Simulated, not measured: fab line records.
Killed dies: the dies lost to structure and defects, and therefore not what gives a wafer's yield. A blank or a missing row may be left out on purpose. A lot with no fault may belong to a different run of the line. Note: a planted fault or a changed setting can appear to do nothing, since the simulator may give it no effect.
A struck lot beside a sound one    flow nandHarc    39 out of 1302 route steps
Sound: wafers L717.2, L717.3, L717.4. The struck wafers were L732.2, L732.4, L732.5. The cause is named last.
Each step with rows lists, per side, the tool, then ch with its chambers, then its first start. Under that, the readings that differ: sound wafers    struck wafers    difference of the means    sigmas: that difference in standard deviations of wafers without a fault.
alike: a reading whose means differ by less than 2 such deviations, as well as words and numbers matching on both sides. not compared: withheld readings; readings where some wafer has no value; bounds like >300 that might hide an equal value; numbers whose values overlap and for which the record gives no deviation.
Wherever a step has rows on one side only, a row that says differs or no value, or a row with sigmas, the two part there. Non-overlapping numbers with no deviation appear without sigmas and do not part them. A reading that every wafer of one side lacks parts them only if that side has two wafers or more.

NHARC_P_M1_OVL_MEAS_10: pitch 260 nm.
  sound: overlay-01 at day 6 12:46; struck: overlay-02 at day 13 00:52
  alike: overlayXNm, overlayYNm
NHARC_P_M1_INSPECT_11:
  sound: defectInspect-01 at day 6 12:48; struck: defectInspect-01 at day 13 00:55
  alike: rawDefectCount
NHARC_P_M1_DESCUM_14: chemistry O2, time 3 s.
  sound on rieDiel-08 ch 0,1, day 6 12:52; struck on rieDiel-08 ch 0,1,3, day 13 00:58
  alike: drypumpMotorCurrentA, oesProductAu, rfVppV, showerheadPlenumPTorr, throttleValvePct
  not compared: rfHoursCounterH
NHARC_P_M1_ETCH_35: etches the open film in N2/H2, target depth 40 nm, overetch 12 nm, time 43.94 s.
  sound on rieDiel-08 ch 0,1,3, day 6 12:58; struck on rieDiel-08 ch 0,2, day 13 01:04
reading              sound              struck             difference  sigmas
oesProductAu (a.u.)  1.018 1.013 1.005  0.976 0.994 0.997  -0.023      -2
  alike: drypumpMotorCurrentA, h2FlowSccm, rfVppV, showerheadPlenumPTorr, throttleValvePct
  not compared: rfHoursCounterH
NHARC_P_M1_ETCH_15: etches the open film in C4F8/Ar, target depth 182.5 nm, time 91.2 s.
  sound: rieDiel-08 ch 0,1,3; struck: rieDiel-08 ch 0,1
  alike: oesProductAu, rfVppV
  not compared: rfHoursCounterH
NHARC_P_M1_CD_MEAS_16:
  sound: cdSem-03 at day 6 13:13; struck: cdSem-03 at day 13 01:17
  alike: cdNm
then, 5 steps without rows for these wafers: NHARC_P_M1_STRIP_18 (strips in N2/H2); NHARC_P_M1_ETCH_28 (etches the open film in CF4/N2, target depth 30 nm, time 72.99 s); NHARC_P_M1_STRIP_19 (strips in post etch residue remover, time 600 s); NHARC_P_M1_DEGAS_29 (time 60 s); NHARC_P_M1_PRE_CLEAN_30 (time 30 s).
NHARC_P_M1_PVD_20: deposits TaN, target thk 5 nm, time 8.06 s.
  sound on pvdSputter-02; struck on pvdSputter-03
  alike: substrateTempC, throttleValvePct
NHARC_P_M1_PVD_21: deposits Cu, target thk 30 nm, time 20.49 s.
  sound: pvdSputter-02 at day 6 14:34; struck: pvdSputter-03 at day 13 02:14
  alike: substrateTempC, throttleValvePct
then, 16 steps without rows for these wafers: NHARC_P_M1_ECD_22 (material Cu, target thk 400 nm); NHARC_P_M1_ANNEAL_31 (time 90 s); NHARC_P_M1_CMP_23 (polishes, t overpolish 20 s, target thk 157.82 nm); NHARC_P_M1_SRD_25; NHARC_P_M1_PRE_CLEAN_32 (time 12 s); NHARC_P_M1_DEP_33 (deposits SiCN, target thk 30 nm); NHARC_P_M2_DEP_00 (deposits SiOC, target thk 182.5 nm); NHARC_P_M2_DEHYDRATE_01 (time 120 s); NHARC_P_M2_HMDS_02 (time 30 s); NHARC_P_M2_COAT_34 (time 65 s); NHARC_P_M2_COAT_03 (resist thk 90 nm); NHARC_P_M2_SOFTBAKE_04 (time 55 s); NHARC_P_M2_EBR_05; NHARC_P_M2_EXPOSE_06 (exposes mask P M2, target cd 170 nm); NHARC_P_M2_PEB_07 (peb time 65 s); NHARC_P_M2_DEVELOP_08 (develop time 35 s).
NHARC_P_M2_CD_MEAS_09 targets a cd of 170 nm.
  sound on cdSem-01 ch 0, day 6 17:10; struck on cdSem-01 ch 0, day 13 04:51
  alike: cdNm
NHARC_P_M2_OVL_MEAS_10: pitch 340 nm.
  sound: overlay-01 at day 6 17:15; struck: overlay-01 at day 13 04:56
  alike: overlayXNm, overlayYNm
then, 2 steps without rows for these wafers: NHARC_P_M2_DESCUM_14 (chemistry O2, time 3 s); NHARC_P_M2_ETCH_35 (etches the open film in N2/H2, target depth 40 nm, overetch 12 nm, time 43.94 s).
NHARC_P_M2_ETCH_15: etches the open film in C4F8/Ar, target depth 182.5 nm, time 91.2 s.
  sound: rieDiel-02 ch 1,2,3; struck: rieDiel-13 ch 0,1,2
  alike: oesProductAu, rfVppV
  not compared: rfHoursCounterH
NHARC_P_M2_CD_MEAS_16:
  sound: cdSem-03 at day 6 17:40; struck: cdSem-02 at day 13 05:20
  alike: cdNm
then, 3 steps without rows for these wafers: NHARC_P_M2_STRIP_18 (strips in N2/H2); NHARC_P_M2_ETCH_28 (etches the open film in CF4/N2, target depth 30 nm, time 72.99 s); NHARC_P_M2_STRIP_19 (strips in post etch residue remover, time 600 s).
-- record jumps: 18 days between struck wafers' starts before vs after; left off in module P_M2, resumes in module END, first step shown is number 1302 of the route --
NHARC_END_SORT_01:
  sound on prober-01 ch 0, day 24 06:40; struck on prober-02 ch 0, day 30 18:37
reading                 sound           struck          difference  sigmas
defectLimitedYield (%)  92.2 89.4 91.9  81.8 86.0 84.9  -6.9        -3
killedAtPeriphery       4 1 0           62 53 48        +53         +20
killedDies              53 72 55        123 95 102      +47         +3
  alike: killedAtArray, killedAtOther, killedOpen, killedShort

WHERE THEY PART
Earliest at NHARC_P_M1_ETCH_35; latest, in this record, at NHARC_END_SORT_01.

WHY: what the simulator had put in
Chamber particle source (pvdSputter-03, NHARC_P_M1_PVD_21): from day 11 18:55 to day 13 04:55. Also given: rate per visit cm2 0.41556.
